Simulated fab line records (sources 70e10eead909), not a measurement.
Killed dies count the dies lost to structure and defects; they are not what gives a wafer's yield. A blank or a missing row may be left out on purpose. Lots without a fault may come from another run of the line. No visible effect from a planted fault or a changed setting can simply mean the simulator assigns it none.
Which tool did it? :: flow nand-harc :: Sampling: 13 lots, 39 wafers, 4 of 1302 route steps

== WHAT THE GAUGES SHOWED, per wafer ==
NHARC_A_BONDPAD_THK_MEAS_30: measures by ellipsometry.
lot: L315
measured: day 23 04:29
on: film-metro-01
thk-nm (nm): 201.1 195.9 196.8

lot: L320
measured: day 24 16:13
on: film-metro-01
thk-nm (nm): 199.0 198.4 199.6

lot: L325
measured: day 27 08:59
on: film-metro-02
thk-nm (nm): 199.1 200.0 201.0

lot: L328
measured: day 28 12:03
on: film-metro-01
thk-nm (nm): 200.4 200.0 198.6

lot: L329
measured: day 29 01:23
on: film-metro-01
thk-nm (nm): 199.6 199.8 199.2

lot: L330
measured: day 28 21:46
on: film-metro-01
thk-nm (nm): 201.4 200.4 200.0

lot: L332
measured: day 30 13:22
on: film-metro-02
thk-nm (nm): 198.7 201.0 195.8

lot: L333
measured: day 30 16:58
on: film-metro-01
thk-nm (nm): 200.5 201.5 198.4

lot: L334
measured: day 30 14:40
on: film-metro-01
thk-nm (nm): 199.9 200.0 200.8

lot: L335
measured: day 31 11:34
on: film-metro-01
thk-nm (nm): 199.2 198.9 201.1

lot: L336
measured: day 32 01:28
on: film-metro-02
thk-nm (nm): 201.1 202.1 198.8

lot: L337
measured: day 33 16:25
on: film-metro-02
thk-nm (nm): 199.3 201.0 197.7

lot: L338
measured: day 32 20:02
on: film-metro-01
thk-nm (nm): 198.6 199.0 199.8

NHARC_END_SORT_01.
lot: L325
measured: day 28 17:27
on: prober-01
killed-at-array: 105 102 119
killed-at-other: 0 0 0
killed-at-periphery: 2 3 8
killed-dies: 107 105 127
killed-open: 3 5 7
killed-short: 1 1 4

== WHICH TOOL RAN EACH LOT (tool, then ch and the chambers of the sampled wafers, then the start) ==
lot: L315
NHARC_A_CHANNEL_FILL_D1_ALD_03: ald-sin-batch-03 ch 0, day 9 03:14
NHARC_A_BONDPAD_DEGAS_25: pvd-sputter-02, day 23 06:04

lot: L320
NHARC_A_CHANNEL_FILL_D1_ALD_03: ald-sin-batch-02 ch 0, day 10 23:14
NHARC_A_BONDPAD_DEGAS_25: pvd-sputter-01, day 24 17:47

lot: L325
NHARC_A_CHANNEL_FILL_D1_ALD_03: ald-sin-batch-02 ch 0, day 13 06:23
NHARC_A_BONDPAD_DEGAS_25: pvd-sputter-01, day 27 10:43

lot: L328
NHARC_A_CHANNEL_FILL_D1_ALD_03: ald-sin-batch-03 ch 0, day 14 10:59
NHARC_A_BONDPAD_DEGAS_25: pvd-sputter-01, day 28 13:41

lot: L329
NHARC_A_CHANNEL_FILL_D1_ALD_03: ald-sin-batch-01 ch 0, day 15 01:28
NHARC_A_BONDPAD_DEGAS_25: pvd-sputter-02, day 29 03:06

lot: L330
NHARC_A_CHANNEL_FILL_D1_ALD_03: ald-sin-batch-01 ch 0, day 15 05:33
NHARC_A_BONDPAD_DEGAS_25: pvd-sputter-02, day 28 23:31

lot: L332
NHARC_A_CHANNEL_FILL_D1_ALD_03: ald-sin-batch-03 ch 0, day 16 05:38
NHARC_A_BONDPAD_DEGAS_25: pvd-sputter-02, day 30 15:07

lot: L333
NHARC_A_CHANNEL_FILL_D1_ALD_03: ald-sin-batch-03 ch 0, day 16 05:38
NHARC_A_BONDPAD_DEGAS_25: pvd-sputter-02, day 30 18:43

lot: L334
NHARC_A_CHANNEL_FILL_D1_ALD_03: ald-sin-batch-02 ch 0, day 16 17:35
NHARC_A_BONDPAD_DEGAS_25: pvd-sputter-02, day 30 16:17

lot: L335
NHARC_A_CHANNEL_FILL_D1_ALD_03: ald-sin-batch-02 ch 0, day 17 12:59
NHARC_A_BONDPAD_DEGAS_25: pvd-sputter-03, day 31 13:17

lot: L336
NHARC_A_CHANNEL_FILL_D1_ALD_03: ald-sin-batch-02 ch 0, day 17 23:55
NHARC_A_BONDPAD_DEGAS_25: pvd-sputter-01, day 32 03:12

lot: L337
NHARC_A_CHANNEL_FILL_D1_ALD_03: ald-sin-batch-02 ch 0, day 18 12:36
NHARC_A_BONDPAD_DEGAS_25: pvd-sputter-01, day 33 18:10

lot: L338
NHARC_A_CHANNEL_FILL_D1_ALD_03: ald-sin-batch-02 ch 0, day 18 12:36
NHARC_A_BONDPAD_DEGAS_25: pvd-sputter-02, day 32 21:44
- NHARC_A_CHANNEL_FILL_D1_ALD_03: deposits SiNx, target thk 6 nm, pulse time 60 s, ald cycles 58.
- NHARC_A_BONDPAD_DEGAS_25: time 60 s.

== WHAT THE TOOLS THEMSELVES READ (means of the sampled wafers that have a number; where no wafer has one, the mark that the record gives instead) ==
NHARC_A_CHANNEL_FILL_D1_ALD_03.
lot: L315
tool: ald-sin-batch-03
precursor-pulse-height-rel: 1.006

lot: L320
tool: ald-sin-batch-02
precursor-pulse-height-rel: 1.009

lot: L325
tool: ald-sin-batch-02
precursor-pulse-height-rel: 1.008

lot: L328
tool: ald-sin-batch-03
precursor-pulse-height-rel: 0.992

lot: L329
tool: ald-sin-batch-01
precursor-pulse-height-rel: 0.990

lot: L330
tool: ald-sin-batch-01
precursor-pulse-height-rel: 0.971

lot: L332
tool: ald-sin-batch-03
precursor-pulse-height-rel: 0.981

lot: L333
tool: ald-sin-batch-03
precursor-pulse-height-rel: 1.002

lot: L334
tool: ald-sin-batch-02
precursor-pulse-height-rel: 1.010

lot: L335
tool: ald-sin-batch-02
precursor-pulse-height-rel: 0.997

lot: L336
tool: ald-sin-batch-02
precursor-pulse-height-rel: 0.991

lot: L337
tool: ald-sin-batch-02
precursor-pulse-height-rel: 1.018

lot: L338
tool: ald-sin-batch-02
precursor-pulse-height-rel: 1.001

NHARC_A_BONDPAD_DEGAS_25.
lot: L315
tool: pvd-sputter-02
heater-power-w (W): 487

lot: L320
tool: pvd-sputter-01
heater-power-w (W): 437

lot: L325
tool: pvd-sputter-01
heater-power-w (W): 439

lot: L328
tool: pvd-sputter-01
heater-power-w (W): 446

lot: L329
tool: pvd-sputter-02
heater-power-w (W): 454

lot: L330
tool: pvd-sputter-02
heater-power-w (W): 459

lot: L332
tool: pvd-sputter-02
heater-power-w (W): 470

lot: L333
tool: pvd-sputter-02
heater-power-w (W): 455

lot: L334
tool: pvd-sputter-02
heater-power-w (W): 476

lot: L335
tool: pvd-sputter-03
heater-power-w (W): 436

lot: L336
tool: pvd-sputter-01
heater-power-w (W): 455

lot: L337
tool: pvd-sputter-01
heater-power-w (W): 447

lot: L338
tool: pvd-sputter-02
heater-power-w (W): 473

== THE ANSWER, worked out from the rows above alone ==
Rule: what is usual is taken from the lots themselves. The widest of any qualifying gaps counts: lots, ordered by their means at a reading, are off when they make up no more than a third of the lots, leave a main group of 4 or more, and stand apart from it by 3 or more times the standard deviation of that group's means. A main group whose means are all the same, to the digits that the tables above print for the reading, isn't used. A lot without any number at a reading at which 4 lots or more have one is off too. Any other lot the step has rows for is counted as sound. First the gauges in route order, then the tools' own readings, where a lot's mean is used as printed above. At the first step where some lot is off, the reading lying furthest off is the one used; lots without a number count as furthest.
Across all readings shown, no lot is off: no conclusion can be drawn from this.

== WHAT THE SIMULATOR PUT IN ==
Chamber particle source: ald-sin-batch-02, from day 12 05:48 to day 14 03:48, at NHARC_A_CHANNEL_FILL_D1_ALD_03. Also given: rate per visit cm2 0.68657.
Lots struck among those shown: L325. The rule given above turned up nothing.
